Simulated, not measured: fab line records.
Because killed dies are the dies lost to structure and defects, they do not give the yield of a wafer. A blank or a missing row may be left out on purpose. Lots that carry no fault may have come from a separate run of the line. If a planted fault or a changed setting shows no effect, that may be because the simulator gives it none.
Matching of chambers -- flow n5-finfet -- 4 sister chambers for N5_GATE_CUT_DESCUM_18 on rie-diel-01
The step chemistry O2, time 7 s. 18 wafers are shown with their chamber, then 9 later ones without.

== WAFERS PAIRED WITH THEIR CHAMBERS ==
wafer,chamber,showerhead-plenum-p-Torr (Torr),throttle-valve-pct (%),oes-product-au (a.u.)
L074.1,0,2.12,20.53,0.69
L074.4,2,2.18,20.05,0.74
L074.6,2,2.18,20.06,0.75
L079.3,1,2.25,20.36,0.91
L079.4,2,2.17,20.09,0.74
L079.5,2,2.17,20.08,0.73
L080.2,0,2.12,20.21,0.96
L080.3,1,2.25,20.36,0.90
L080.6,1,2.25,20.36,0.91
L087.2,0,2.11,20.24,0.91
L087.4,3,2.10,20.47,0.74
L087.5,3,2.10,20.45,0.75
L088.3,3,2.10,20.48,0.74
L088.4,0,2.11,20.23,0.91
L088.5,3,2.10,20.45,0.74
L090.1,3,2.09,20.47,0.74
L090.4,1,2.24,20.38,0.88
L090.5,2,2.17,20.11,0.72

SIGNATURES, as means of the wafers listed above
reading,chamber 0,chamber 1,chamber 2,chamber 3,scatter within a chamber
showerhead-plenum-p-Torr,2.1150,2.2475,2.1740,2.0980,0.00518
throttle-valve-pct,20.3025,20.3650,20.0780,20.4640,0.0721
oes-product-au,0.8675,0.9000,0.7360,0.7420,0.0566
Rule: for each reading, subtract the chamber's mean from the wafer's reading, divide by that reading's scatter and square the result; add these up over the readings and take the root, which gives the wafer's distance from the chamber. The wafer belongs to the nearest chamber; if the next one is less than 2 further off, it can't be placed. The scatter: take each reading less its chamber's mean, square it, sum over the shown wafers, divide by the number of wafers less the number of chambers, and take the root.

== WAFERS MISSING THEIR CHAMBER ==
wafer,showerhead-plenum-p-Torr (Torr),throttle-valve-pct (%),oes-product-au (a.u.)
L094.1,2.24,20.41,0.86
L094.4,2.16,20.12,0.71
L094.5,2.16,20.12,0.71
L095.1,2.16,20.13,0.70
L095.4,2.24,20.40,0.87
L095.6,2.16,20.14,0.71
L096.3,2.11,20.25,0.88
L096.5,2.16,20.14,0.71
L096.6,2.09,20.49,0.73

== CHAMBER TAKEN BY EACH ==
wafer,from the rows above,in truth
L094.1,1,1
L094.4,2,2
L094.5,2,2
L095.1,2,2
L095.4,1,1
L095.6,2,2
L096.3,0,0
L096.5,2,2
L096.6,3,3
9 of 9 placed correctly. Not placeable from these rows: 0. Number placed wrongly: 0.
